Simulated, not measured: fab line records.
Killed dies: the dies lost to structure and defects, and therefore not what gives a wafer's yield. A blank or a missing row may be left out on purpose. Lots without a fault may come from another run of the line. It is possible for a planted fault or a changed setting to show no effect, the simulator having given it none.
A struck lot beside a sound one + flow n5Finfet + 36 steps out of a route of 1938
Sound: the wafers L740.1, L740.2, L740.5. The struck wafers were L732.1, L732.2, L732.4. At the end, the cause is stated.
Order at every step that has rows: each side's tool, ch and its chambers, its first start. Under that, the readings that differ: sound wafers + struck wafers + difference of the means + sigmas: that difference in standard deviations of wafers without a fault.
alike: words and numbers the same on both sides, and readings whose means are apart by under 2 such deviations; not compared: readings that were withheld, readings missing a value for some wafer, numbers with overlapping values and no deviation given by the record, and bounds like >300 which may hide the same value.
Wherever a step has rows on one side only, a row that says differs or no value, or a row with sigmas, the two part there. Non-overlapping numbers with no deviation appear without sigmas and do not part them. A reading missing from all wafers of one side parts the sides only when that side holds two or more wafers.

first, 10 steps without rows for these wafers: N5_PMOS_HMC_CHANNEL_EPI_DESCUM_14 (chemistry O2, time 7.9 s); N5_PMOS_HMC_CHANNEL_EPI_ETCH_32 (etches BARC in N2/H2, stops on SiO2, target depth 85.8 nm, time 50.3 s); N5_PMOS_HMC_CHANNEL_EPI_HM_OPEN_15 (chemistry CHF3/O2, target SiO2, target depth 40.6 nm, time 20.3 s); N5_PMOS_HMC_CHANNEL_EPI_STRIP_33 (strips in N2/H2); N5_PMOS_HMC_CHANNEL_EPI_STRIP_17 (strips in SPM, time 750 s); N5_PMOS_HMC_CHANNEL_EPI_ETCH_38 (etches SiO2 in CF4, target depth 1.5 nm); N5_PMOS_HMC_CHANNEL_EPI_FIN_RECESS_16 (chemistry HBr/Cl2, target Si, target depth 54 nm, time 18 s); N5_PMOS_HMC_CHANNEL_EPI_PRECLEAN_36 (cleans in O3/DIW, time 45 s); N5_PMOS_HMC_CHANNEL_EPI_PRECLEAN_18 (cleans in DHF, time 30 s); N5_PMOS_HMC_CHANNEL_EPI_SRD_19 (time 30 s).
N5_PMOS_HMC_CHANNEL_EPI_EPI_20: deposits SiGe30, target thk 59 nm.
  sound on epiRpcvd-04 ch 0, day 6 19:56; struck on epiRpcvd-01 ch 0, day 4 18:47
then, 24 steps without rows for these wafers: N5_PMOS_HMC_CHANNEL_EPI_HM_STRIP_35 (strips SiO2 in dHF, material SiO2, target depth 39.6 nm, time 216 s); N5_PMOS_HMC_CHANNEL_EPI_SRD_39 (time 30 s); N5_PMOS_HMC_CHANNEL_EPI_CMP_21 (polishes SiGe30, target thk 54 nm); N5_PMOS_HMC_CHANNEL_EPI_PRECLEAN_40 (cleans in DHF, time 30 s); N5_PMOS_HMC_CHANNEL_EPI_PRECLEAN_37 (cleans in O3/DIW, time 45 s); N5_PMOS_HMC_CHANNEL_EPI_PRECLEAN_24 (cleans in DHF, time 30 s); N5_PMOS_HMC_CHANNEL_EPI_SRD_25 (time 30 s); N5_PMOS_HMC_CHANNEL_EPI_EPI_26 (deposits Si from SiH4/H2, target thk 3.8 nm, time 22.7 s); N5_FIN_SAQP_PRECLEAN_42 (cleans in O3/DIW, time 60 s); N5_FIN_SAQP_PRECLEAN_00 (cleans in SC1, time 60 s); N5_FIN_SAQP_PRECLEAN_44 (cleans in SC2, time 45 s); N5_FIN_SAQP_SRD_01 (time 30 s); N5_FIN_SAQP_ALD_61 (deposits SiO2, target thk 4 nm, pulse time 1 s, purge time 2 s); N5_FIN_SAQP_DENSIFY_62 (time 60 s); N5_FIN_SAQP_HM_DEP_03 (deposits SiNx from SiH4/NH3/N2, target thk 38 nm, time 33.6 s); N5_FIN_SAQP_PECVD_47 (deposits a-Si from SiH4/He, target thk 45 nm, time 36.3 s); N5_FIN_SAQP_PECVD_48 (deposits SiNx from SiH4/NH3/N2, target thk 25 nm, time 22.1 s); N5_FIN_SAQP_PECVD_06 (deposits a-Si from SiH4/He, target thk 60 nm, time 48.1 s); N5_FIN_SAQP_HM_DEP_72 (deposits SiO2 from SiH4/N2O, target thk 12 nm, time 7.2 s); N5_FIN_SAQP_COAT_49 (time 60 s, resist thk 100 nm); N5_FIN_SAQP_COAT_50 (time 60 s, resist thk 35 nm); N5_FIN_SAQP_COAT_10 (resist thk 90 nm); N5_FIN_SAQP_EBR_12; N5_FIN_SAQP_SOFTBAKE_11 (time 60 s).
-- the record jumps here: 12 days lie between the struck wafers' starts before and after (it left off in module FIN_SAQP and takes up again in module PASSIVATION, whose first step shown is number 1936 of the route) --
N5_PASSIVATION_PROBE_49:
  the record has rows for the struck wafers here (prober-02, day 16 12:20) and none for the sound ones

WHERE THEY PART
Only at N5_PASSIVATION_PROBE_49, as far as this record shows.

WHY: what had been put in by the simulator
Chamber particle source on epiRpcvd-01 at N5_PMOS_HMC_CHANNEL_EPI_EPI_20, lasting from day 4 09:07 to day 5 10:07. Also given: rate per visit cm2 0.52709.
